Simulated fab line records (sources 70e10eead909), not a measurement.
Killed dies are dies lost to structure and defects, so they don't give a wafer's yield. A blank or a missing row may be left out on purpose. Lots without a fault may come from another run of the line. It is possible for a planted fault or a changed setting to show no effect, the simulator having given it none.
Matching of chambers + flow nandHarc + cmp-04 running NHARC_A_M1_CMP_23: 4 sister chambers
The step polishes, t overpolish 20 s, target thk 154.34 nm. 22 wafers are shown with their chamber, then 11 later ones without.

== WAFERS PAIRED WITH THEIR CHAMBERS ==
| wafer  | chamber | motorCurrentA (A) | timeToEndpointS (s) | edgeZonePressureFrac |
|--------|---------|-------------------|---------------------|----------------------|
| L075.4 | 2       | 12.1              | 32.1                | 0.995                |
| L075.5 | 1       | 12.7              | 27.0                | 1.004                |
| L075.6 | 2       | 11.9              | 33.2                | 1.001                |
| L074.1 | 1       | 13.3              | 26.4                | 0.999                |
| L074.5 | 1       | 12.4              | 27.4                | 0.998                |
| L074.6 | 0       | 11.6              | 26.7                | 0.998                |
| L078.1 | 0       | 11.9              | 30.0                | 1.000                |
| L078.4 | 1       | 13.2              | 29.7                | 1.009                |
| L078.5 | 2       | 11.3              | 36.0                | 0.996                |
| L079.3 | 0       | 11.5              | 30.0                | 1.005                |
| L079.4 | 1       | 12.7              | 28.9                | 0.998                |
| L079.6 | 0       | 11.9              | 30.3                | 0.999                |
| L081.1 | 0       | 11.4              | 28.1                | 0.994                |
| L081.2 | 3       | 10.9              | 29.5                | 1.004                |
| L081.5 | 0       | 12.2              | 30.1                | 0.997                |
| L086.2 | 0       | 11.9              | 29.9                | 0.996                |
| L086.5 | 2       | 11.2              | 31.1                | 1.002                |
| L086.6 | 1       | 13.3              | 27.4                | 0.998                |
| L088.2 | 0       | 11.6              | 26.7                | 1.006                |
| L088.5 | 3       | 11.3              | 26.2                | 0.994                |
| L088.6 | 2       | 12.1              | 31.6                | 1.003                |
| L089.1 | 1       | 12.6              | 26.8                | 0.999                |

SIGNATURES (means of the wafers above)
| reading              | chamber 0 | chamber 1 | chamber 2 | chamber 3 | scatter within a chamber |
|----------------------|-----------|-----------|-----------|-----------|--------------------------|
| motorCurrentA        | 11.750    | 12.886    | 11.720    | 11.100    | 0.348                    |
| timeToEndpointS      | 28.975    | 27.657    | 32.800    | 27.850    | 1.6                      |
| edgeZonePressureFrac | 0.99938   | 1.00071   | 0.99940   | 0.99900   | 0.00431                  |
Rule: a wafer's distance from a chamber is the root of the sum, over the readings, of the square of ((its reading less the chamber's mean) divided by the reading's scatter). The wafer belongs to the nearest chamber; if the next one is less than 2 further off, it can't be placed. The scatter is the square root of a quotient: the sum, over the shown wafers, of each reading's squared deviation from its chamber's mean, divided by wafers minus chambers.

== WAFERS WITHOUT THEIR CHAMBER ==
| wafer  | motorCurrentA (A) | timeToEndpointS (s) | edgeZonePressureFrac |
|--------|-------------------|---------------------|----------------------|
| L089.2 | 12.0              | 27.3                | 1.004                |
| L089.4 | 11.6              | 26.5                | 0.998                |
| L090.1 | 12.0              | 29.8                | 0.993                |
| L090.2 | 11.8              | 27.8                | 1.000                |
| L090.4 | 12.6              | 29.5                | 1.012                |
| L093.4 | 12.3              | 28.8                | 0.999                |
| L093.5 | 11.8              | 32.5                | 1.005                |
| L093.6 | 11.4              | 28.3                | 0.995                |
| L094.1 | 11.7              | 29.8                | 0.999                |
| L094.2 | 11.9              | 27.6                | 0.999                |
| L094.4 | 12.9              | 28.7                | 0.994                |

== WHICH CHAMBER EACH WENT THROUGH ==
| wafer  | from the rows above               | in truth |
|--------|-----------------------------------|----------|
| L089.2 | can't be placed: 0 or 1 or 3      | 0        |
| L089.4 | can't be placed: 0 or 3           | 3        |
| L090.1 | can't be placed: 0 or 2 or 3 or 1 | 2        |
| L090.2 | can't be placed: 0 or 3           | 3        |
| L090.4 | can't be placed: 1 or 0 or 2      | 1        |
| L093.4 | can't be placed: 0 or 1 or 2 or 3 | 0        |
| L093.5 | can't be placed: 2 or 0           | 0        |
| L093.6 | can't be placed: 3 or 0 or 2      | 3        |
| L094.1 | can't be placed: 0 or 2 or 3      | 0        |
| L094.2 | can't be placed: 0 or 3 or 1      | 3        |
| L094.4 | can't be placed: 1 or 0           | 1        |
Correctly placed: 0 of 11. Cannot be placed on the basis of these rows: 11; the candidates contain the true chamber in 11. 0 placed wrongly.
